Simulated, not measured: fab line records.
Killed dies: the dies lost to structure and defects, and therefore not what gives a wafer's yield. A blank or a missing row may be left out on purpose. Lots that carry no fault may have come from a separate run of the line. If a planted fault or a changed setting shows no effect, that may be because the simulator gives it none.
Matching of chambers ; flow nand-harc ; ald-metal-03 running NHARC_P_CONTACT_ALD_22: 4 sister chambers
The step deposits TiN, target thk 3 nm, pulse time 1 s, ald cycles 150. 8 wafers are shown with their chamber, then 8 later ones without.

== WAFERS PAIRED WITH THEIR CHAMBERS ==
wafer;chamber;heater-power-w (W);precursor-pulse-height-rel
L085.3;2;1052;1.030
L089.1;0;1144;1.017
L089.2;3;1002;1.007
L089.3;2;1018;1.000
L089.4;1;1136;0.985
L089.5;0;1152;0.979
L089.6;3;999;0.971
L093.1;1;1158;1.055

== WAFERS WITH NO CHAMBER GIVEN ==
wafer;heater-power-w (W);precursor-pulse-height-rel
L093.3;1142;1.004
L093.4;1017;0.987
L093.2;989;0.977
L093.5;1141;1.008
L093.6;1049;1.002
L097.1;985;1.003
L097.4;1146;1.005
L097.6;1127;1.035

== EACH ONE'S CHAMBER ==
wafer;from the rows above;in truth
L093.3;can't be placed: 0 or 1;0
L093.4;can't be placed: 3 or 2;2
L093.2;3;3
L093.5;can't be placed: 1 or 0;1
L093.6;2;2
L097.1;3;3
L097.4;can't be placed: 0 or 1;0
L097.6;can't be placed: 1 or 0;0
Correctly placed: 3 of 8. Unplaceable from these rows: 5, with the true chamber sitting among the candidates in 5. Placed wrongly: 0.
How it was worked out, from the rows above alone: a wafer's distance from a chamber is the root of the sum, over the readings, of the square of ((its reading less the chamber's mean) divided by the reading's scatter). If the next closest chamber is less than 2 further off than the closest, the wafer can't be placed; otherwise it belongs to the closest. A chamber's mean is the mean of its shown wafers. The scatter: the root of (the sum of the squares of (reading less its chamber's mean) over the shown wafers, divided by (wafers less chambers)).
